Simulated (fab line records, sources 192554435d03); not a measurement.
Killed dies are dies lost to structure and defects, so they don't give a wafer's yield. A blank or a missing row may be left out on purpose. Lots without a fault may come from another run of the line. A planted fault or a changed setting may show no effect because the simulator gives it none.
Chamber matching | flow n5_finfet | N5_BEOL_M0_SAQP_DESCUM_19 on rie_diel-03: 4 sister chambers
The step chemistry O2, time 7.9 s. 16 wafers are shown with their chamber, then 8 later ones without.

WAFERS WITH THEIR CHAMBER
wafer  | chamber | showerhead_plenum_p_Torr (Torr) | oes_product_au (a.u.) | throttle_valve_pct (%)
L078.1 | 2       | 2.06                            | 1.00                  | 20.32
L078.4 | 0       | 2.09                            | 0.77                  | 20.24
L078.6 | 2       | 2.06                            | 1.00                  | 20.33
L080.1 | 2       | 2.06                            | 0.97                  | 20.35
L080.3 | 1       | 2.16                            | 0.72                  | 20.52
L080.4 | 0       | 2.09                            | 0.76                  | 20.26
L081.2 | 2       | 2.06                            | 0.95                  | 20.35
L081.3 | 3       | 2.03                            | 0.82                  | 20.33
L081.4 | 1       | 2.16                            | 0.72                  | 20.53
L084.3 | 2       | 2.06                            | 0.95                  | 20.36
L084.5 | 2       | 2.06                            | 0.95                  | 20.35
L084.6 | 3       | 2.03                            | 0.82                  | 20.35
L089.1 | 0       | 2.08                            | 0.74                  | 20.28
L089.4 | 2       | 2.05                            | 0.93                  | 20.37
L089.6 | 1       | 2.16                            | 0.71                  | 20.52
L090.1 | 3       | 2.02                            | 0.81                  | 20.38

SIGNATURES (means of the wafers above)
reading                  | chamber 0 | chamber 1 | chamber 2 | chamber 3 | scatter within a chamber
showerhead_plenum_p_Torr | 2.0867    | 2.1600    | 2.0586    | 2.0267    | 0.00427
oes_product_au           | 0.7567    | 0.7167    | 0.9643    | 0.8167    | 0.0204
throttle_valve_pct       | 20.2600   | 20.5233   | 20.3471   | 20.3533   | 0.018
Rule: a wafer's distance from a chamber is the root of the sum, over the readings, of the square of ((its reading less the chamber's mean) divided by the reading's scatter). The wafer belongs to the nearest chamber; if the next one is less than 2 further off, it can't be placed. The scatter: the root of (the sum of the squares of (reading less its chamber's mean) over the shown wafers, divided by (wafers less chambers)).

WAFERS WITHOUT THEIR CHAMBER
wafer  | showerhead_plenum_p_Torr (Torr) | oes_product_au (a.u.) | throttle_valve_pct (%)
L090.3 | 2.05                            | 0.92                  | 20.37
L090.6 | 2.02                            | 0.81                  | 20.36
L091.1 | 2.05                            | 0.91                  | 20.35
L091.2 | 2.08                            | 0.74                  | 20.28
L091.3 | 2.15                            | 0.70                  | 20.53
L096.1 | 2.15                            | 0.70                  | 20.55
L096.2 | 2.05                            | 0.89                  | 20.38
L096.3 | 2.02                            | 0.80                  | 20.39

WHICH CHAMBER EACH WENT THROUGH
wafer  | from the rows above | in truth
L090.3 | 2                   | 2
L090.6 | 3                   | 3
L091.1 | 2                   | 2
L091.2 | 0                   | 0
L091.3 | 1                   | 1
L096.1 | 1                   | 1
L096.2 | 2                   | 2
L096.3 | 3                   | 3
Placed correctly: 8 of 8. Can't be placed from these rows: 0. Placed wrongly: 0.
